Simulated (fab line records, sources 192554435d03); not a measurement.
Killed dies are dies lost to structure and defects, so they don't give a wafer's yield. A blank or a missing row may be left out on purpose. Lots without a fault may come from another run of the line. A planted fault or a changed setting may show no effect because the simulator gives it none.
Chamber matching | flow n5_finfet | N5_DUMMY_GATE_ETCH_32 on rie_si-06: 4 sister chambers
The step etches SiO2 in CF4, target depth 3.5 nm, time 3.9 s. 4 wafers are shown with their chamber, then 9 later ones without.

WAFERS WITH THEIR CHAMBER
wafer  | chamber | drypump_motor_current_A (A)
L088.6 | 0       | 6.1
L091.1 | 2       | 5.7
L091.4 | 1       | 6.0
L091.5 | 3       | 5.3

WAFERS WITHOUT THEIR CHAMBER
wafer  | drypump_motor_current_A (A)
L094.1 | 5.6
L094.2 | 5.3
L094.6 | 6.1
L095.1 | 6.1
L095.5 | 6.1
L095.6 | 5.3
L097.1 | 5.6
L097.3 | 6.1
L097.5 | 5.3

WHICH CHAMBER EACH WENT THROUGH
wafer  | from the rows above | in truth
L094.1 | 2                   | 2
L094.2 | 3                   | 3
L094.6 | 0                   | 0
L095.1 | 0                   | 0
L095.5 | 0                   | 0
L095.6 | 3                   | 3
L097.1 | 2                   | 2
L097.3 | 0                   | 0
L097.5 | 3                   | 3
Placed correctly: 9 of 9. Can't be placed from these rows: 0. Placed wrongly: 0.
How it was worked out, from the rows above alone: a wafer's distance from a chamber is the root of the sum, over the readings, of the square of ((its reading less the chamber's mean) divided by the reading's scatter). The wafer belongs to the nearest chamber; if the next one is less than 2 further off, it can't be placed. A chamber's mean is the mean of its shown wafers. The scatter: with one shown wafer a chamber, the root of the mean of the squares of how far each hidden wafer lies from its nearest shown one.
